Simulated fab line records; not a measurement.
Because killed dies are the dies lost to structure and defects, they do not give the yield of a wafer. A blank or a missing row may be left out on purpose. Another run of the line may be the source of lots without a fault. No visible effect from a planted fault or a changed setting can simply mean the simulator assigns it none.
Chamber matching :: flow nand-harc :: NHARC_A_STAIRCASE_ETCH_313 on rie-diel-02 has 4 sister chambers
The step etches the open film in CF4/CHF3. 8 wafers are shown with their chamber, then 6 later ones without.

EACH WAFER AND ITS CHAMBER
wafer: L083.2
chamber: 1
drypump-motor-current-A (A): 5.58
showerhead-plenum-p-Torr (Torr): 1.69

wafer: L084.1
chamber: 1
drypump-motor-current-A (A): 5.58
showerhead-plenum-p-Torr (Torr): 1.69

wafer: L084.6
chamber: 0
drypump-motor-current-A (A): 5.78
showerhead-plenum-p-Torr (Torr): 1.47

wafer: L085.1
chamber: 3
drypump-motor-current-A (A): 5.22
showerhead-plenum-p-Torr (Torr): 1.58

wafer: L085.2
chamber: 2
drypump-motor-current-A (A): 5.86
showerhead-plenum-p-Torr (Torr): 1.62

wafer: L085.4
chamber: 0
drypump-motor-current-A (A): 5.79
showerhead-plenum-p-Torr (Torr): 1.47

wafer: L090.2
chamber: 3
drypump-motor-current-A (A): 5.23
showerhead-plenum-p-Torr (Torr): 1.57

wafer: L090.3
chamber: 2
drypump-motor-current-A (A): 5.86
showerhead-plenum-p-Torr (Torr): 1.61

WAFERS MISSING THEIR CHAMBER
wafer: L090.6
drypump-motor-current-A (A): 5.79
showerhead-plenum-p-Torr (Torr): 1.46

wafer: L094.1
drypump-motor-current-A (A): 5.86
showerhead-plenum-p-Torr (Torr): 1.61

wafer: L094.3
drypump-motor-current-A (A): 5.21
showerhead-plenum-p-Torr (Torr): 1.57

wafer: L094.4
drypump-motor-current-A (A): 5.61
showerhead-plenum-p-Torr (Torr): 1.68

wafer: L096.2
drypump-motor-current-A (A): 5.23
showerhead-plenum-p-Torr (Torr): 1.57

wafer: L096.4
drypump-motor-current-A (A): 5.59
showerhead-plenum-p-Torr (Torr): 1.68

EACH ONE'S CHAMBER
wafer: L090.6
from the rows above: 0
in truth: 0

wafer: L094.1
from the rows above: 2
in truth: 2

wafer: L094.3
from the rows above: 3
in truth: 3

wafer: L094.4
from the rows above: 1
in truth: 1

wafer: L096.2
from the rows above: 3
in truth: 3

wafer: L096.4
from the rows above: 1
in truth: 1
Placed correctly: 6 of 6. Left unplaced by these rows: 0. Placed wrongly: 0.
How it was worked out, from the rows above alone: a wafer's distance from a chamber is the root of the sum, over the readings, of the square of ((its reading less the chamber's mean) divided by the reading's scatter). If the next closest chamber is less than 2 further off than the closest, the wafer can't be placed; otherwise it belongs to the closest. A chamber's mean is the mean of its shown wafers. The scatter: take each reading less its chamber's mean, square it, sum over the shown wafers, divide by the number of wafers less the number of chambers, and take the root.
